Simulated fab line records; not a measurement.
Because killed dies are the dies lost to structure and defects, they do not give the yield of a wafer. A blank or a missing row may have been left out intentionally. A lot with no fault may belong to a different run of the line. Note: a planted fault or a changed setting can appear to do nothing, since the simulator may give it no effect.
A single fault, viewed from 3 desks	flow nand harc	what lay behind the numbers comes last; until then each desk has only its own

== METROLOGY DESK ==
What the gauges read, lot by lot, whatever tool the lot ran on: means of the sampled wafers that have a number. The brackets show how far a lot's mean lies from the usual mean; more than 4 standard deviations puts the lot out of limits, marked OUT.
Columns: A = thk nm at NHARC_A_ONON_D2_THK_MEAS_05, usual 1001 nm
lot	first seen here	A
L289	day 12 20:07	1000
L291	day 13 18:26	1009
L290	day 13 18:32	1005
L292	day 13 18:34	996
L293	day 14 14:43	991
L294	day 14 14:50	1001
L303	day 18 13:42	1030
L305	day 18 21:07	1037 (+4.3) OUT
L307	day 20 05:43	989
L309	day 20 18:48	997
L308	day 20 18:49	995
L310	day 21 08:40	1003
L311	day 22 04:57	996
Finding of this desk: L305 out of limits; the first was L305 at day 18 21:07, on thk nm at NHARC_A_ONON_D2_THK_MEAS_05. Within limits: L289, L291, L290, L292, L293, L294, L303, L307, L309, L308, L310, L311.

== TOOL OWNER'S DESK, pecvd onon-01 ==
The tool's own readings at NHARC_A_ONON_D2_DEP_03 (target thk 1000 nm): means of the sampled wafers that have a number, for each lot that ran on this tool. The brackets show how far a lot's mean lies from the usual mean; more than 4 standard deviations puts the lot out of limits, marked OUT.
Columns: A = nh3 flow sccm at NHARC_A_ONON_D2_DEP_03, usual 500.1 sccm
lot	first seen here	A
L289	day 12 19:37	500.1
L290	day 13 18:01	498.6
L294	day 14 14:26	498.1
L303	day 18 13:15	502.2
L305	day 18 20:36	501.3
This desk's finding: nothing out of limits on any of the 5 lots.

== THE DEFECT DESK ==
Counts from the inspections along the route, per lot, as means over the sampled wafers that have a number. The brackets show how far a lot's mean lies from the usual mean; more than 4 standard deviations puts the lot out of limits, marked OUT.
Columns: A = raw defect count at NHARC_A_CHANNEL_FILL_D1_INSPECT_13, usual 291; B = raw defect count at NHARC_A_DECK1_JOINT_INSPECT_05, usual 298
lot	first seen here	A	B
L289	day 11 07:13	317	214
L290	day 12 00:48	319	325
L291	day 12 00:48	277	274
L292	day 12 09:08	244	305
L293	day 12 22:33	464	306
L294	day 12 22:33	326	240
L303	day 17 02:51	326	304
L305	day 17 13:44	366	312
L307	day 18 18:38	267	423
L308	day 19 07:16	432	344
L309	day 19 10:53	251	205
L310	day 19 19:50	240	411
L311	day 20 06:06	224	561
This desk's finding: nothing out of limits on any of the 13 lots.

== BROUGHT TOGETHER ==
L305 would have let the metrology desk raise an alarm at day 18 21:07.
Nothing out of limits was seen by the tool owner's desk.
Nothing the defect desk looked at was out of limits.
The tool owner's desk has L305 on record, within its limits.
The defect desk has L305 on record, within its limits.
All the named lots went through NHARC_A_ONON_D2_DEP_03 on pecvd onon-01.

== WHAT THE SIMULATOR HAD PUT IN ==
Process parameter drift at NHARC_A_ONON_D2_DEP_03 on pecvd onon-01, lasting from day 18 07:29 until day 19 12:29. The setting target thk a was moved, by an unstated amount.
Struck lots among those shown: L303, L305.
Hours from the fault's start to each desk's first reading out of limits: the metrology desk, 14.
